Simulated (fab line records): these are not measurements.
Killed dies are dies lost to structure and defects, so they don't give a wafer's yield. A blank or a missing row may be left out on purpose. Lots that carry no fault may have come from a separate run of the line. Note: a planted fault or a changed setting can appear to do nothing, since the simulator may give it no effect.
Struck lot and sound lot, side by side	flow nandHarc	14 steps out of a route of 1302
Sound: the wafers L383.3, L383.5, L383.6. Struck: wafers L389.1, L389.2, L389.5. The cause is given at the end.
At each step with rows: each side's tool, then ch and its chambers, then its first start. Under that, the readings that differ: sound wafers	struck wafers	difference of the means	sigmas: that difference in standard deviations of wafers without a fault.
alike: readings with means less than 2 such deviations apart, plus words and numbers identical on both sides. not compared: withheld readings, readings lacking a value on some wafer, bounds such as >300 that could conceal the same value, and numbers that have no deviation in the record and whose values overlap.
Wherever a step has rows on one side only, a row that says differs or no value, or a row with sigmas, the two part there. When numbers do not overlap yet have no deviation, they are printed without sigmas and do not part them. A reading missing from all wafers of one side parts the sides only when that side holds two or more wafers.

first, 5 steps without rows for these wafers: NHARC_A_CONTACT_SOFTBAKE_03 (time 55 s); NHARC_A_CONTACT_EBR_04; NHARC_A_CONTACT_EXPOSE_05 (exposes mask A CC); NHARC_A_CONTACT_PEB_06 (peb time 65 s); NHARC_A_CONTACT_DEVELOP_07 (develop time 35 s).
NHARC_A_CONTACT_CD_MEAS_08: the cd target is 200 nm.
  sound on cdSem-01 ch 0, day 25 17:18; struck on cdSem-03 ch 0, day 27 20:38
  alike: cdNm
NHARC_A_CONTACT_OVL_MEAS_09:
  struck on overlay-01, day 27 20:44; sound on overlay-02, day 25 17:23
  alike: overlayXNm, overlayYNm
NHARC_A_CONTACT_INSPECT_10:
  struck on defectInspect-02, day 27 20:46; sound on defectInspect-01, day 25 17:25
reading	sound	struck	difference	sigmas
rawDefectCount	175 164 163	70 66 54	-104	-3
NHARC_A_CONTACT_DESCUM_13: chemistry O2, time 3 s.
  sound on rieDiel-05 ch 0,3, day 25 17:29; struck on rieDiel-10 ch 0,1,3, day 27 20:50
  alike: drypumpMotorCurrentA, oesProductAu, rfVppV, showerheadPlenumPTorr, throttleValvePct
  not compared: rfHoursCounterH
NHARC_A_CONTACT_ETCH_88: etches the open film in CF4, target depth 39 nm, time 65 s.
  sound on rieDiel-05 ch 0,3, day 25 17:35; struck on rieDiel-10 ch 2,3, day 27 20:55
reading	sound	struck	difference	sigmas
oesProductAu (a.u.)	1.011 1.017 1.003	0.996 0.994 0.988	-0.018	-2
  alike: drypumpMotorCurrentA, rfVppV, runLengthS, showerheadPlenumPTorr, throttleValvePct
  not compared: rfHoursCounterH
NHARC_A_CONTACT_ETCH_89: etches the open film in N2/H2, target depth 260 nm, time 475.3 s.
  sound: rieDiel-05 ch 0,3; struck: rieDiel-10 ch 0,1
reading	sound	struck	difference	sigmas
rfVppV (V)	428.7 429.7 427.7	433.4 436.3 433.4	+5.7	+2
runLengthS (s)	497.5 496.8 497.0	496.0 496.4 496.2	-0.9	-2
showerheadPlenumPTorr (Torr)	1.93 2.02 1.93	2.14 2.22 2.14	+0.21	+2
  alike: drypumpMotorCurrentA, oesProductAu, throttleValvePct
  not compared: rfHoursCounterH
NHARC_A_CONTACT_ETCH_30: etches the open film in CF4/CHF3, target depth 72.6 nm, time 36.3 s.
  sound: rieDiel-05 ch 0,1,2; struck: rieDiel-10 ch 0,1,3
reading	sound	struck	difference	sigmas
oesProductAu (a.u.)	0.977 0.984 0.967	0.923 0.933 0.928	-0.048	-2
  alike: drypumpMotorCurrentA, rfVppV, runLengthS, showerheadPlenumPTorr, throttleValvePct
  not compared: rfHoursCounterH
NHARC_A_CONTACT_ETCH_31: etches the open film in O2/COS, target depth 2800 nm, time 728 s.
  sound on rieDiel-05 ch 1,2, day 25 18:05; struck on rieDiel-10 ch 0,1, day 27 21:25
reading	sound	struck	difference	sigmas
runLengthS (s)	748.9 749.7 749.6	560.3 560.7 560.3	-189.0	-99 or more
  alike: drypumpMotorCurrentA, oesProductAu, rfVppV, showerheadPlenumPTorr, throttleValvePct
  not compared: rfHoursCounterH
NHARC_A_CONTACT_ETCH_134: etches the open film in C4F8/O2/Ar, time 140 s, target depth 700 nm.
  sound on harCapEtch-02 ch 0,1, day 25 18:43; struck on harCapEtch-01 ch 0,1, day 27 21:57
  alike: runLengthS
  not compared: rfHoursCounterH

## WHERE THEY PART
First at NHARC_A_CONTACT_INSPECT_10; last, within this record, at NHARC_A_CONTACT_ETCH_31. Later steps at which nothing parts them and some readings are alike: NHARC_A_CONTACT_ETCH_134.

WHY: whatever the simulator had introduced
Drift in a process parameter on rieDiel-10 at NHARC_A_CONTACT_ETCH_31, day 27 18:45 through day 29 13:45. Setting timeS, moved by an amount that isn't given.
